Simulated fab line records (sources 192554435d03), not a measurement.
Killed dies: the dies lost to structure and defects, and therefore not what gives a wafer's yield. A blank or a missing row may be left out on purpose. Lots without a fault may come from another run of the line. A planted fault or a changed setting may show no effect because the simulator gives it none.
fab line records    flow n5Finfet    part 1 of 2: steps 1 to 4 of 6
record: lots: 24  wafers: 72  lastDay: 21
route steps=1938 shown BEOL_M5@1148 BEOL_M6@1232
lots with no fault: from the same line, run without faults
startH: start of the lot's first displayed wafer, in hours after the record's first day    waitH: hours elapsed since this lot's preceding step    " as in the row above    L1.1+2: a single row standing in for several wafers    - either no value or no given start    * or withheld: withheld    < > ~ a bound
route shown NAME@n: NAME is a module with steps in the file, n the number in the route of the first one    usual: mean/standard deviation taken from wafers without a fault    same: alike in all rows    chamber/n: place in a boat    sites: the reading at each site    _std_site: standard deviation of those values    _edge_site: outer sites' mean less inner sites'    radiusMm: how far each site lies from the wafer's centre    mask NAME#n: copy n    behind: tool/chamber where the wafer was last shaped    hold: what put the lot on hold/how long, in hours/how the hold closed    device: the n, p or np transistor that did not switch    end of line: the same wafers' tests at the end of the route    a step without rows: its recipe alone    killed: the dies lost at the first sort to structure and to defects; this is not the yield of the wafer    map: shows each die of a wafer: x if killed, . if not, _ if none is there
set.NAME: the setting that was run; set.NAME@STEP: the one run at that earlier step    model.NAME: the simulator's own value behind a step, which no gauge read
a sample of lots followed through the steps of the route, with each step as a table and each wafer as a row
services: a tool's chamber out of use, with start hour (startH, from the record's first day; less than 0 if before it), hours out, and reason
== steps ==
step: N5_BEOL_M5_CD_MEAS_28
recipe: targetCdNm: 30.6  landingEnergyEv: 500  detector: seInlens  targetCdYNm: 20  polarity: opening
usual: cdNm: 30.58/0.3
lot.wafer  tool      chamber  startH  waitH  cdNm
L076.2     cdSem-02  0        270.76  -      30.79
L076.5     "         0        "       "      30.58
L076.6     "         0        "       "      31.06
L074.3     cdSem-02  0        275.84  -      30.29
L074.4     "         0        "       "      29.99
L074.5     "         0        "       "      29.97
L075.1     cdSem-02  0        280.57  -      30.20
L075.4     "         0        "       "      30.48
L075.5     "         0        "       "      30.68
L077.2     cdSem-02  0        285.03  -      30.39
L077.3     "         0        "       "      30.79
L077.6     "         0        "       "      30.18
L078.1     cdSem-03  0        285.08  -      30.91
L078.4     "         0        "       "      30.59
L078.6     "         0        "       "      30.67
L079.2     cdSem-03  0        285.53  -      31.07
L079.3     "         0        "       "      31.39
L079.4     "         0        "       "      31.09
L081.1     cdSem-03  0        303.90  -      30.54
L081.2     "         0        "       "      30.34
L081.6     "         0        "       "      30.21
L080.2     cdSem-01  0        311.40  -      30.56
L080.4     "         0        "       "      30.54
L080.5     "         0        "       "      30.12
L083.1     cdSem-03  0        315.20  -      30.63
L083.2     "         0        "       "      30.47
L083.5     "         0        "       "      30.33
L082.1     cdSem-01  0        315.25  -      30.41
L082.3     "         0        "       "      30.14
L082.6     "         0        "       "      30.98
L085.2     cdSem-02  0        321.31  -      30.55
L085.3     "         0        "       "      30.44
L085.6     "         0        "       "      30.01
L084.1     cdSem-01  0        328.11  -      30.49
L084.3     "         0        "       "      30.75
L084.5     "         0        "       "      30.04
L086.3     cdSem-02  0        331.88  -      30.40
L086.5     "         0        "       "      30.23
L086.6     "         0        "       "      30.20
L089.1     cdSem-01  0        349.69  -      30.62
L089.2     "         0        "       "      30.24
L089.5     "         0        "       "      30.30
L091.3     cdSem-02  0        352.58  -      31.14
L091.4     "         0        "       "      30.68
L091.6     "         0        "       "      30.80
L088.1     cdSem-02  0        358.23  -      30.91
L088.5     "         0        "       "      30.79
L088.6     "         0        "       "      31.11
L087.1     cdSem-03  0        361.03  -      30.68
L087.2     "         0        "       "      30.44
L087.6     "         0        "       "      30.51
L092.3     cdSem-02  0        365.54  -      30.39
L092.5     "         0        "       "      30.50
L092.6     "         0        "       "      30.44
L090.2     cdSem-01  0        366.50  -      30.23
L090.3     "         0        "       "      30.55
L090.6     "         0        "       "      30.29
L093.1     cdSem-02  0        383.73  -      30.11
L093.3     "         0        "       "      30.53
L093.6     "         0        "       "      30.44
L094.1     cdSem-03  0        390.79  -      30.37
L094.3     "         0        "       "      30.69
L094.4     "         0        "       "      30.97
L095.1     cdSem-01  0        390.84  -      30.63
L095.3     "         0        "       "      30.55
L095.6     "         0        "       "      30.98
L096.1     cdSem-01  0        394.78  -      30.33
L096.5     "         0        "       "      30.37
L096.6     "         0        "       "      30.57
L097.2     cdSem-02  0        406.96  -      30.81
L097.3     "         0        "       "      30.87
L097.6     "         0        "       "      30.88
step: N5_BEOL_M5_ETCH_67
recipe: chemistry: CF4  target: SiARC  targetDepthA: 156  maskMaterial: CAR-EUV  timeS: 26  ionEnergyEv: 80  pressureMtorr: 40  sourceW: 545  biasW: 36  Ar_flow_sccm: 100  cf4FlowSccm: 100  ends: cleared
usual: drypumpMotorCurrentA: 5.7/0.4  etchRfOnTimeS: 25.8/0.77  oesProductAu: 0.68/0.075  rfVppV: 183.9/1.3  showerheadPlenumPTorr: 2.14/0.077  throttleValvePct: 15.6/0.33
lot.wafer  tool        chamber  startH  waitH  drypumpMotorCurrentA  etchRfOnTimeS  oesProductAu  rfHoursCounterH  rfVppV  showerheadPlenumPTorr  throttleValvePct
L076.2     rieDiel-06  1        271.05  0.0    5.6                   26.2           0.64          163              183.3   2.07                   16.1
L076.5     "           0        "       "      5.7                   25.7           0.78          -                183.0   2.11                   15.2
L076.6     "           1        "       "      5.6                   26.1           0.64          -                183.6   2.07                   16.1
L074.3     rieDiel-02  0        276.42  0.0    5.8                   25.1           0.69          101              183.5   2.10                   15.7
L074.4     "           1        "       "      4.8                   25.2           0.65          176              183.6   2.16                   16.0
L074.5     "           2        "       "      5.8                   27.2           0.58          -                183.3   2.04                   16.1
L075.1     rieDiel-06  3        280.75  0.0    5.3                   26.0           0.79          23               185.2   2.29                   15.8
L075.4     "           2        "       "      5.8                   26.3           0.61          201              185.1   2.21                   15.4
L075.5     "           2        "       "      5.8                   26.4           0.60          -                186.1   2.21                   15.3
L077.2     rieDiel-02  0        285.20  0.0    5.8                   25.4           0.68          104              183.6   2.09                   15.7
L077.3     "           1        "       "      4.8                   25.4           0.64          178              184.1   2.16                   16.0
L077.6     "           1        "       "      4.8                   25.6           0.64          -                183.6   2.16                   16.0
L078.1     rieDiel-03  3        285.25  0.0    6.5                   27.0           0.62          160              183.7   2.16                   15.7
L078.4     "           2        "       "      6.0                   25.7           0.59          -                181.1   2.02                   15.4
L078.6     "           0        "       "      5.2                   24.4           0.78          -                183.4   2.11                   15.6
L079.2     rieDiel-03  3        285.70  0.0    6.5                   26.9           0.63          160              185.5   2.16                   15.7
L079.3     "           0        "       "      5.2                   24.3           0.79          20               183.1   2.11                   15.6
L079.4     "           0        "       "      5.2                   24.3           0.79          -                182.5   2.11                   15.6
L081.1     rieDiel-02  0        304.07  0.0    5.8                   25.2           0.68          109              184.1   2.09                   15.7
L081.2     "           2        "       "      5.8                   27.5           0.57          221              179.8   2.04                   16.1
L081.6     "           2        "       "      5.8                   27.4           0.58          -                182.5   2.04                   16.1
L080.2     rieDiel-06  0        311.81  0.0    5.7                   26.0           0.76          44               184.5   2.11                   15.2
L080.4     "           2        "       "      5.8                   26.6           0.59          210              185.2   2.21                   15.4
L080.5     "           3        "       "      5.4                   25.6           0.78          -                186.7   2.28                   15.8
L083.1     rieDiel-02  1        315.37  0.0    4.8                   25.3           0.64          188              184.4   2.16                   16.0
L083.2     "           2        "       "      5.8                   27.2           0.58          225              183.1   2.04                   16.1
L083.5     "           1        "       "      4.8                   25.1           0.64          -                184.0   2.16                   16.0
L082.1     rieDiel-03  0        315.42  0.0    5.2                   24.4           0.76          29               183.3   2.11                   15.6
L082.3     "           3        "       "      6.5                   26.9           0.62          170              184.2   2.16                   15.7
L082.6     "           0        "       "      5.2                   24.4           0.77          -                182.1   2.11                   15.6
L085.2     rieDiel-06  0        321.58  0.0    5.7                   25.7           0.75          47               183.3   2.11                   15.3
L085.3     "           1        "       "      5.6                   25.9           0.63          176              181.8   2.07                   16.1
L085.6     "           1        "       "      5.6                   25.9           0.64          -                183.8   2.07                   16.1
L084.1     rieDiel-02  2        328.29  0.0    5.8                   26.7           0.57          229              181.2   2.04                   16.1
L084.3     "           3        "       "      5.4                   25.8           0.69          82               186.0   2.26                   15.4
L084.5     "           2        "       "      5.9                   27.0           0.58          -                181.6   2.04                   16.1
L086.3     rieDiel-03  3        332.05  0.0    6.5                   26.7           0.61          175              183.6   2.16                   15.8
L086.5     "           3        "       "      6.5                   26.6           0.62          -                184.3   2.16                   15.8
L086.6     "           0        "       "      5.3                   24.4           0.76          -                183.5   2.10                   15.6
L089.1     rieDiel-02  3        350.08  0.0    5.4                   26.3           0.68          90               185.6   2.25                   15.4
L089.2     "           0        "       "      5.8                   25.1           0.67          123              182.2   2.09                   15.8
L089.5     "           2        "       "      5.8                   27.7           0.56          -                182.4   2.04                   16.1
L091.3     rieDiel-03  3        352.87  0.0    6.5                   26.9           0.61          183              184.3   2.15                   15.8
L091.4     "           0        "       "      5.2                   24.2           0.75          43               183.9   2.10                   15.6
L091.6     "           2        "       "      6.0                   26.0           0.58          -                182.9   2.02                   15.4
L088.1     rieDiel-06  0        359.02  0.0    5.7                   25.9           0.74          61               183.7   2.10                   15.3
L088.5     "           1        "       "      5.7                   26.7           0.62          -                182.8   2.06                   16.2
L088.6     "           0        "       "      5.7                   25.9           0.74          -                183.4   2.10                   15.3
L087.1     rieDiel-06  2        361.21  0.0    5.8                   26.3           0.59          221              184.7   2.21                   15.4
L087.2     "           1        "       "      5.6                   26.2           0.63          191              182.3   2.06                   16.2
L087.6     "           0        "       "      5.7                   25.8           0.74          -                181.1   2.10                   15.3
L092.3     rieDiel-03  3        365.71  0.0    6.5                   27.3           0.60          186              185.9   2.15                   15.8
L092.5     "           3        "       "      6.5                   27.0           0.60          -                183.0   2.15                   15.8
L092.6     "           1        "       "      5.9                   25.5           0.80          -                185.3   2.17                   15.2
L090.2     rieDiel-06  0        366.74  0.0    5.7                   25.8           0.74          64               183.5   2.10                   15.3
L090.3     "           1        "       "      5.6                   26.3           0.62          193              183.1   2.06                   16.2
L090.6     "           1        "       "      5.7                   26.5           0.62          -                182.3   2.06                   16.2
L093.1     rieDiel-03  0        384.09  0.0    5.3                   24.0           0.74          53               183.0   2.10                   15.6
L093.3     "           3        "       "      6.5                   26.5           0.60          194              183.2   2.15                   15.8
L093.6     "           0        "       "      5.2                   24.1           0.73          -                183.6   2.10                   15.6
L094.1     rieDiel-02  3        390.96  0.0    5.4                   26.2           0.65          108              185.4   2.25                   15.4
L094.3     "           1        "       "      4.8                   25.2           0.63          206              182.5   2.15                   16.0
L094.4     "           1        "       "      4.9                   25.2           0.63          -                184.8   2.15                   16.0
L095.1     rieDiel-06  2        391.06  0.0    5.8                   26.5           0.59          231              185.6   2.20                   15.4
L095.3     "           1        "       "      5.6                   26.0           0.63          200              182.8   2.06                   16.2
L095.6     "           2        "       "      5.8                   26.3           0.59          -                185.1   2.20                   15.4
L096.1     rieDiel-06  1        395.43  0.0    5.6                   26.1           0.62          201              183.6   2.06                   16.2
L096.5     "           1        "       "      5.6                   26.0           0.62          -                182.5   2.06                   16.2
L096.6     "           0        "       "      5.7                   25.6           0.72          -                183.6   2.10                   15.3
L097.2     rieDiel-03  3        407.14  0.0    6.4                   26.5           0.60          201              185.2   2.15                   15.8
L097.3     "           1        "       "      5.9                   25.4           0.78          36               184.8   2.17                   15.2
L097.6     "           2        "       "      6.0                   25.5           0.81          -                183.9   2.26                   14.9
step: N5_BEOL_M5_INSPECT_58
recipe: inspectInstrument: darkfield  mode: postDep
usual: rawDefectCount: 71/22
lot.wafer  tool              chamber  startH  waitH  rawDefectCount
L076.2     defectInspect-01  -        278.79  0.0    64
L076.5     "                 -        "       "      63
L076.6     "                 -        "       "      90
L074.3     defectInspect-01  -        283.81  0.0    57
L074.4     "                 -        "       "      98
L074.5     "                 -        "       "      74
L075.1     defectInspect-01  -        288.00  0.0    115
L075.4     "                 -        "       "      92
L075.5     "                 -        "       "      110
L077.2     defectInspect-02  -        292.55  0.0    54
L077.3     "                 -        "       "      89
L077.6     "                 -        "       "      71
L078.1     defectInspect-01  -        292.68  0.0    54
L078.4     "                 -        "       "      116
L078.6     "                 -        "       "      110
L079.2     defectInspect-02  -        293.35  0.0    73
L079.3     "                 -        "       "      104
L079.4     "                 -        "       "      98
L081.1     defectInspect-01  -        311.44  0.0    67
L081.2     "                 -        "       "      64
L081.6     "                 -        "       "      52
L080.2     defectInspect-02  -        319.31  0.0    74
L080.4     "                 -        "       "      65
L080.5     "                 -        "       "      107
L083.1     defectInspect-01  -        322.96  0.0    54
L083.2     "                 -        "       "      31
L083.5     "                 -        "       "      43
L082.1     defectInspect-01  -        324.31  0.0    104
L082.3     "                 -        "       "      78
L082.6     "                 -        "       "      44
L085.2     defectInspect-02  -        329.85  0.0    43
L085.3     "                 -        "       "      45
L085.6     "                 -        "       "      113
L084.1     defectInspect-02  -        336.21  0.0    50
L084.3     "                 -        "       "      42
L084.5     "                 -        "       "      63
L086.3     defectInspect-01  -        340.05  0.0    104
L086.5     "                 -        "       "      57
L086.6     "                 -        "       "      78
L089.1     defectInspect-02  -        358.06  0.3    59
L089.2     "                 -        "       "      83
L089.5     "                 -        "       "      50
L091.3     defectInspect-01  -        360.59  0.0    96
L091.4     "                 -        "       "      58
L091.6     "                 -        "       "      78
L088.1     defectInspect-01  -        366.38  0.0    131
L088.5     "                 -        "       "      125
L088.6     "                 -        "       "      74
L087.1     defectInspect-01  -        368.46  0.0    41
L087.2     "                 -        "       "      54
L087.6     "                 -        "       "      67
L092.3     defectInspect-02  -        373.06  0.0    85
L092.5     "                 -        "       "      52
L092.6     "                 -        "       "      62
L090.2     defectInspect-01  -        374.41  0.0    68
L090.3     "                 -        "       "      73
L090.6     "                 -        "       "      52
L093.1     defectInspect-02  -        391.33  0.0    71
L093.3     "                 -        "       "      68
L093.6     "                 -        "       "      78
L094.1     defectInspect-02  -        398.75  0.0    47
L094.3     "                 -        "       "      107
L094.4     "                 -        "       "      60
L095.1     defectInspect-02  -        399.58  0.0    41
L095.3     "                 -        "       "      49
L095.6     "                 -        "       "      47
L096.1     defectInspect-01  -        403.18  0.0    60
L096.5     "                 -        "       "      79
L096.6     "                 -        "       "      46
L097.2     defectInspect-01  -        415.75  0.0    74
L097.3     "                 -        "       "      61
L097.6     "                 -        "       "      74
step: N5_BEOL_M6_ETCH_65
recipe: chemistry: CF4  target: SiARC  targetDepthA: 156  maskMaterial: CAR-EUV  timeS: 26  ionEnergyEv: 80  pressureMtorr: 40  sourceW: 545  biasW: 36  Ar_flow_sccm: 100  cf4FlowSccm: 100  ends: cleared
usual: drypumpMotorCurrentA: 6.0/0.39  etchRfOnTimeS: 26.0/0.72  oesProductAu: 0.67/0.057  rfVppV: 184.5/1  showerheadPlenumPTorr: 2.18/0.061  throttleValvePct: 15.54/0.12
lot.wafer  tool        chamber  startH  waitH  drypumpMotorCurrentA  etchRfOnTimeS  oesProductAu  rfHoursCounterH  rfVppV  showerheadPlenumPTorr  throttleValvePct
L076.2     rieDiel-01  0        286.20  0.0    6.2                   26.0           0.66          120              186.4   2.24                   15.57
L076.5     "           0        "       "      6.2                   26.3           0.67          -                184.4   2.24                   15.57
L076.6     "           3        "       "      6.4                   27.1           0.60          -                184.3   2.11                   15.47
L074.3     rieDiel-01  0        291.25  0.0    6.2                   26.1           0.67          121              185.4   2.24                   15.58
L074.4     "           1        "       "      5.9                   26.2           0.79          12               183.8   2.11                   15.49
L074.5     "           1        "       "      5.9                   26.0           0.79          -                183.7   2.11                   15.50
L075.1     rieDiel-05  1        294.97  0.0    6.2                   25.6           0.72          60               185.2   2.26                   15.66
L075.4     "           0        "       "      5.7                   25.5           0.67          97               185.7   2.24                   15.32
L075.5     "           1        "       "      6.2                   25.5           0.72          -                186.9   2.26                   15.67
L077.2     rieDiel-05  0        298.34  0.0    5.7                   25.8           0.67          99               184.5   2.24                   15.33
L077.3     "           3        "       "      6.7                   25.2           0.71          68               183.8   2.25                   15.38
L077.6     "           1        "       "      6.2                   25.7           0.72          -                184.9   2.26                   15.66
L079.2     rieDiel-01  1        298.73  0.0    5.9                   26.1           0.77          16               182.0   2.11                   15.50
L079.3     "           3        "       "      6.4                   27.3           0.59          217              184.1   2.11                   15.47
L079.4     "           2        "       "      5.5                   25.7           0.61          226              184.3   2.11                   15.61
L078.1     rieDiel-05  3        298.74  0.0    6.7                   25.2           0.72          68               186.3   2.25                   15.38
L078.4     "           0        "       "      5.7                   25.1           0.68          99               185.7   2.24                   15.31
L078.6     "           0        "       "      5.7                   25.4           0.67          -                185.5   2.24                   15.32
L081.1     rieDiel-01  1        318.40  0.0    5.9                   25.8           0.76          23               183.0   2.11                   15.53
L081.2     "           3        "       "      6.4                   27.2           0.58          227              184.2   2.11                   15.49
L081.6     "           3        "       "      6.4                   27.6           0.58          -                184.0   2.11                   15.51
L080.2     rieDiel-05  3        325.95  0.0    6.7                   25.5           0.69          80               186.0   2.24                   15.40
L080.4     "           1        "       "      6.2                   25.8           0.71          74               184.9   2.26                   15.69
L080.5     "           3        "       "      6.7                   25.6           0.69          -                186.0   2.24                   15.39
L083.1     rieDiel-05  1        327.91  0.0    6.2                   25.6           0.71          75               185.7   2.26                   15.68
L083.2     "           2        "       "      5.8                   26.2           0.68          105              184.9   2.16                   15.52
L083.5     "           1        "       "      6.2                   25.4           0.71          -                186.5   2.26                   15.70
L082.1     rieDiel-01  1        329.99  0.0    5.9                   25.7           0.76          27               183.8   2.10                   15.51
L082.3     "           2        "       "      5.6                   25.8           0.59          240              183.7   2.11                   15.62
L082.6     "           1        "       "      5.9                   25.6           0.76          -                184.5   2.10                   15.53
L085.2     rieDiel-05  2        332.30  0.0    5.8                   26.6           0.67          106              183.7   2.16                   15.54
L085.3     "           0        "       "      5.7                   25.5           0.66          114              185.1   2.23                   15.35
L085.6     "           2        "       "      5.8                   26.7           0.67          -                183.5   2.16                   15.53
L084.1     rieDiel-01  0        342.07  0.0    6.2                   26.6           0.65          142              184.9   2.24                   15.61
L084.3     "           1        "       "      5.9                   25.9           0.75          32               183.9   2.10                   15.56
L084.5     "           1        "       "      5.9                   26.1           0.75          -                184.0   2.10                   15.55
L086.3     rieDiel-01  1        343.98  0.0    5.9                   26.2           0.75          33               184.2   2.10                   15.53
L086.5     "           3        "       "      6.4                   27.8           0.57          -                184.7   2.10                   15.51
L086.6     "           2        "       "      5.6                   26.2           0.58          -                183.8   2.11                   15.64
L089.1     rieDiel-04  3        361.25  0.0    5.6                   24.3           0.82          19               184.4   2.17                   15.26
L089.2     "           0        "       "      5.1                   25.4           0.76          38               184.2   2.08                   15.51
L089.5     "           1        "       "      6.3                   26.1           0.72          -                185.3   2.16                   15.59
L091.3     rieDiel-05  1        366.36  0.0    6.2                   26.0           0.70          91               185.9   2.25                   15.73
L091.4     "           1        "       "      6.2                   25.6           0.69          -                183.3   2.25                   15.73
L091.6     "           3        "       "      6.7                   25.3           0.69          -                185.7   2.24                   15.43
L088.1     rieDiel-04  0        371.39  0.0    5.1                   24.9           0.76          41               185.4   2.08                   15.50
L088.5     "           1        "       "      6.3                   26.1           0.72          -                185.1   2.16                   15.59
L088.6     "           0        "       "      5.1                   25.3           0.76          -                183.8   2.08                   15.51
L087.1     rieDiel-01  1        371.95  0.0    6.0                   25.4           0.73          45               182.7   2.10                   15.56
L087.2     "           0        "       "      6.2                   25.8           0.64          155              183.7   2.23                   15.65
L087.6     "           3        "       "      6.4                   27.2           0.57          -                184.7   2.10                   15.55
L092.3     rieDiel-01  0        377.30  0.0    6.2                   25.6           0.64          158              184.9   2.23                   15.65
L092.5     "           3        "       "      6.4                   27.0           0.57          -                183.6   2.10                   15.55
L092.6     "           0        "       "      6.2                   25.9           0.63          -                185.0   2.23                   15.64
L090.2     rieDiel-05  3        377.85  0.0    6.7                   25.5           0.67          101              185.2   2.24                   15.44
L090.3     "           0        "       "      5.7                   25.8           0.64          131              185.1   2.23                   15.38
L090.6     "           3        "       "      6.7                   25.3           0.69          -                184.7   2.24                   15.43
L093.1     rieDiel-05  2        395.33  0.0    5.8                   27.1           0.65          130              182.7   2.15                   15.58
L093.3     "           3        "       "      6.7                   25.6           0.66          108              185.1   2.23                   15.45
L093.6     "           2        "       "      5.8                   27.2           0.65          -                184.6   2.15                   15.57
L094.1     rieDiel-05  1        405.56  0.0    6.2                   26.0           0.67          107              185.2   2.24                   15.75
L094.3     "           0        "       "      5.7                   25.7           0.63          142              184.8   2.22                   15.43
L094.4     "           3        "       "      6.7                   25.5           0.67          111              184.9   2.23                   15.46
L095.1     rieDiel-05  1        406.28  0.0    6.2                   26.0           0.67          107              184.8   2.24                   15.76
L095.3     "           3        "       "      6.7                   25.4           0.68          112              185.9   2.23                   15.45
L095.6     "           2        "       "      5.8                   26.5           0.66          -                183.3   2.15                   15.57
L096.1     rieDiel-04  3        410.30  0.0    5.7                   24.0           0.79          36               185.0   2.16                   15.29
L096.5     "           3        "       "      5.7                   24.1           0.78          -                184.5   2.16                   15.28
L096.6     "           0        "       "      5.1                   24.8           0.74          -                182.1   2.08                   15.52
L097.2     rieDiel-05  0        419.47  0.0    5.7                   25.3           0.64          145              184.7   2.22                   15.41
L097.3     "           2        "       "      5.8                   26.0           0.65          137              183.2   2.15                   15.60
L097.6     "           2        "       "      5.8                   26.3           0.65          -                184.3   2.15                   15.60
